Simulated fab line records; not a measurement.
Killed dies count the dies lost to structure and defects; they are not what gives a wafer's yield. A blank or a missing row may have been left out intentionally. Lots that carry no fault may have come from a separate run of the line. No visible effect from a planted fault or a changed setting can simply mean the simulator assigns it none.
Chamber matching :: flow nand_harc :: rie_diel-03 running NHARC_P_BONDPAD_ETCH_37: 4 sister chambers
The step etches the open film in N2/H2, target depth 60 nm, overetch 18 nm, time 65.91 s. 42 wafers are shown with their chamber, then 12 later ones without.

WAFERS PAIRED WITH THEIR CHAMBERS
wafer: L077.1
chamber: 2
showerhead_plenum_p_Torr (Torr): 1.90
drypump_motor_current_A (A): 5.8
rf_vpp_V (V): 427.2

wafer: L077.5
chamber: 0
showerhead_plenum_p_Torr (Torr): 2.11
drypump_motor_current_A (A): 4.9
rf_vpp_V (V): 433.1

wafer: L077.6
chamber: 3
showerhead_plenum_p_Torr (Torr): 1.90
drypump_motor_current_A (A): 5.6
rf_vpp_V (V): 425.9

wafer: L076.2
chamber: 1
showerhead_plenum_p_Torr (Torr): 2.05
drypump_motor_current_A (A): 4.6
rf_vpp_V (V): 431.4

wafer: L076.4
chamber: 2
showerhead_plenum_p_Torr (Torr): 1.90
drypump_motor_current_A (A): 5.8
rf_vpp_V (V): 426.5

wafer: L076.6
chamber: 0
showerhead_plenum_p_Torr (Torr): 2.11
drypump_motor_current_A (A): 4.8
rf_vpp_V (V): 431.9

wafer: L078.1
chamber: 2
showerhead_plenum_p_Torr (Torr): 1.90
drypump_motor_current_A (A): 5.8
rf_vpp_V (V): 426.3

wafer: L078.2
chamber: 0
showerhead_plenum_p_Torr (Torr): 2.11
drypump_motor_current_A (A): 4.8
rf_vpp_V (V): 432.6

wafer: L078.6
chamber: 1
showerhead_plenum_p_Torr (Torr): 2.05
drypump_motor_current_A (A): 4.6
rf_vpp_V (V): 429.7

wafer: L080.2
chamber: 1
showerhead_plenum_p_Torr (Torr): 2.05
drypump_motor_current_A (A): 4.6
rf_vpp_V (V): 430.2

wafer: L080.5
chamber: 0
showerhead_plenum_p_Torr (Torr): 2.11
drypump_motor_current_A (A): 4.8
rf_vpp_V (V): 431.3

wafer: L080.6
chamber: 3
showerhead_plenum_p_Torr (Torr): 1.90
drypump_motor_current_A (A): 5.5
rf_vpp_V (V): 426.1

wafer: L082.1
chamber: 0
showerhead_plenum_p_Torr (Torr): 2.11
drypump_motor_current_A (A): 4.9
rf_vpp_V (V): 431.2

wafer: L082.3
chamber: 2
showerhead_plenum_p_Torr (Torr): 1.89
drypump_motor_current_A (A): 5.8
rf_vpp_V (V): 426.1

wafer: L082.6
chamber: 0
showerhead_plenum_p_Torr (Torr): 2.11
drypump_motor_current_A (A): 4.8
rf_vpp_V (V): 434.1

wafer: L081.1
chamber: 0
showerhead_plenum_p_Torr (Torr): 2.11
drypump_motor_current_A (A): 4.8
rf_vpp_V (V): 433.1

wafer: L081.5
chamber: 1
showerhead_plenum_p_Torr (Torr): 2.05
drypump_motor_current_A (A): 4.7
rf_vpp_V (V): 431.9

wafer: L081.6
chamber: 0
showerhead_plenum_p_Torr (Torr): 2.11
drypump_motor_current_A (A): 4.8
rf_vpp_V (V): 432.2

wafer: L083.4
chamber: 2
showerhead_plenum_p_Torr (Torr): 1.89
drypump_motor_current_A (A): 5.8
rf_vpp_V (V): 426.3

wafer: L083.5
chamber: 2
showerhead_plenum_p_Torr (Torr): 1.89
drypump_motor_current_A (A): 5.8
rf_vpp_V (V): 425.8

wafer: L083.6
chamber: 3
showerhead_plenum_p_Torr (Torr): 1.90
drypump_motor_current_A (A): 5.6
rf_vpp_V (V): 426.8

wafer: L084.1
chamber: 3
showerhead_plenum_p_Torr (Torr): 1.90
drypump_motor_current_A (A): 5.6
rf_vpp_V (V): 426.5

wafer: L084.4
chamber: 0
showerhead_plenum_p_Torr (Torr): 2.11
drypump_motor_current_A (A): 4.9
rf_vpp_V (V): 432.4

wafer: L084.6
chamber: 0
showerhead_plenum_p_Torr (Torr): 2.11
drypump_motor_current_A (A): 4.9
rf_vpp_V (V): 433.0

wafer: L085.2
chamber: 0
showerhead_plenum_p_Torr (Torr): 2.11
drypump_motor_current_A (A): 4.8
rf_vpp_V (V): 431.3

wafer: L085.4
chamber: 2
showerhead_plenum_p_Torr (Torr): 1.89
drypump_motor_current_A (A): 5.8
rf_vpp_V (V): 427.1

wafer: L085.6
chamber: 1
showerhead_plenum_p_Torr (Torr): 2.05
drypump_motor_current_A (A): 4.7
rf_vpp_V (V): 431.4

wafer: L086.2
chamber: 2
showerhead_plenum_p_Torr (Torr): 1.89
drypump_motor_current_A (A): 5.8
rf_vpp_V (V): 425.8

wafer: L086.5
chamber: 3
showerhead_plenum_p_Torr (Torr): 1.90
drypump_motor_current_A (A): 5.5
rf_vpp_V (V): 426.5

wafer: L086.6
chamber: 2
showerhead_plenum_p_Torr (Torr): 1.89
drypump_motor_current_A (A): 5.8
rf_vpp_V (V): 426.1

wafer: L090.1
chamber: 2
showerhead_plenum_p_Torr (Torr): 1.89
drypump_motor_current_A (A): 5.8
rf_vpp_V (V): 428.2

wafer: L090.5
chamber: 1
showerhead_plenum_p_Torr (Torr): 2.05
drypump_motor_current_A (A): 4.6
rf_vpp_V (V): 430.9

wafer: L090.6
chamber: 0
showerhead_plenum_p_Torr (Torr): 2.11
drypump_motor_current_A (A): 4.8
rf_vpp_V (V): 433.5

wafer: L091.1
chamber: 2
showerhead_plenum_p_Torr (Torr): 1.89
drypump_motor_current_A (A): 5.8
rf_vpp_V (V): 425.9

wafer: L091.3
chamber: 3
showerhead_plenum_p_Torr (Torr): 1.90
drypump_motor_current_A (A): 5.5
rf_vpp_V (V): 425.4

wafer: L091.6
chamber: 3
showerhead_plenum_p_Torr (Torr): 1.90
drypump_motor_current_A (A): 5.6
rf_vpp_V (V): 426.4

wafer: L093.1
chamber: 3
showerhead_plenum_p_Torr (Torr): 1.90
drypump_motor_current_A (A): 5.6
rf_vpp_V (V): 425.8

wafer: L093.2
chamber: 0
showerhead_plenum_p_Torr (Torr): 2.11
drypump_motor_current_A (A): 4.9
rf_vpp_V (V): 432.4

wafer: L093.4
chamber: 2
showerhead_plenum_p_Torr (Torr): 1.89
drypump_motor_current_A (A): 5.8
rf_vpp_V (V): 425.5

wafer: L095.1
chamber: 3
showerhead_plenum_p_Torr (Torr): 1.90
drypump_motor_current_A (A): 5.6
rf_vpp_V (V): 426.6

wafer: L095.5
chamber: 0
showerhead_plenum_p_Torr (Torr): 2.11
drypump_motor_current_A (A): 4.8
rf_vpp_V (V): 432.3

wafer: L095.6
chamber: 1
showerhead_plenum_p_Torr (Torr): 2.05
drypump_motor_current_A (A): 4.6
rf_vpp_V (V): 432.2

SIGNATURES, as means of the wafers listed above
reading: showerhead_plenum_p_Torr
chamber 0: 2.1100
chamber 1: 2.0500
chamber 2: 1.8925
chamber 3: 1.9000
scatter within a chamber: 0.00243

reading: drypump_motor_current_A
chamber 0: 4.836
chamber 1: 4.629
chamber 2: 5.800
chamber 3: 5.567
scatter within a chamber: 0.0418

reading: rf_vpp_V
chamber 0: 432.457
chamber 1: 431.100
chamber 2: 426.400
chamber 3: 426.222
scatter within a chamber: 0.768
Rule: distance of a wafer from a chamber = root of the sum over the readings of ((wafer's reading minus chamber's mean) / reading's scatter) squared. If the next closest chamber is less than 2 further off than the closest, the wafer can't be placed; otherwise it belongs to the closest. The scatter is the square root of a quotient: the sum, over the shown wafers, of each reading's squared deviation from its chamber's mean, divided by wafers minus chambers.

WAFERS MISSING THEIR CHAMBER
wafer: L092.1
showerhead_plenum_p_Torr (Torr): 1.90
drypump_motor_current_A (A): 5.5
rf_vpp_V (V): 426.6

wafer: L092.5
showerhead_plenum_p_Torr (Torr): 1.89
drypump_motor_current_A (A): 5.7
rf_vpp_V (V): 425.9

wafer: L092.6
showerhead_plenum_p_Torr (Torr): 2.05
drypump_motor_current_A (A): 4.6
rf_vpp_V (V): 430.8

wafer: L094.2
showerhead_plenum_p_Torr (Torr): 2.05
drypump_motor_current_A (A): 4.6
rf_vpp_V (V): 432.0

wafer: L094.3
showerhead_plenum_p_Torr (Torr): 2.11
drypump_motor_current_A (A): 4.9
rf_vpp_V (V): 433.7

wafer: L094.6
showerhead_plenum_p_Torr (Torr): 1.89
drypump_motor_current_A (A): 5.8
rf_vpp_V (V): 427.0

wafer: L096.3
showerhead_plenum_p_Torr (Torr): 2.11
drypump_motor_current_A (A): 4.8
rf_vpp_V (V): 431.9

wafer: L096.4
showerhead_plenum_p_Torr (Torr): 1.90
drypump_motor_current_A (A): 5.6
rf_vpp_V (V): 426.9

wafer: L096.6
showerhead_plenum_p_Torr (Torr): 1.89
drypump_motor_current_A (A): 5.8
rf_vpp_V (V): 425.9

wafer: L097.3
showerhead_plenum_p_Torr (Torr): 2.11
drypump_motor_current_A (A): 4.9
rf_vpp_V (V): 432.3

wafer: L097.5
showerhead_plenum_p_Torr (Torr): 1.89
drypump_motor_current_A (A): 5.8
rf_vpp_V (V): 428.1

wafer: L097.6
showerhead_plenum_p_Torr (Torr): 2.05
drypump_motor_current_A (A): 4.6
rf_vpp_V (V): 429.8

THE CHAMBER EACH PASSED THROUGH
wafer: L092.1
from the rows above: 3
in truth: 3

wafer: L092.5
from the rows above: 2
in truth: 2

wafer: L092.6
from the rows above: 1
in truth: 1

wafer: L094.2
from the rows above: 1
in truth: 1

wafer: L094.3
from the rows above: 0
in truth: 0

wafer: L094.6
from the rows above: 2
in truth: 2

wafer: L096.3
from the rows above: 0
in truth: 0

wafer: L096.4
from the rows above: 3
in truth: 3

wafer: L096.6
from the rows above: 2
in truth: 2

wafer: L097.3
from the rows above: 0
in truth: 0

wafer: L097.5
from the rows above: 2
in truth: 2

wafer: L097.6
from the rows above: 1
in truth: 1
Placed correctly: 12 of 12. From these rows, 0 cannot be placed. 0 placed wrongly.
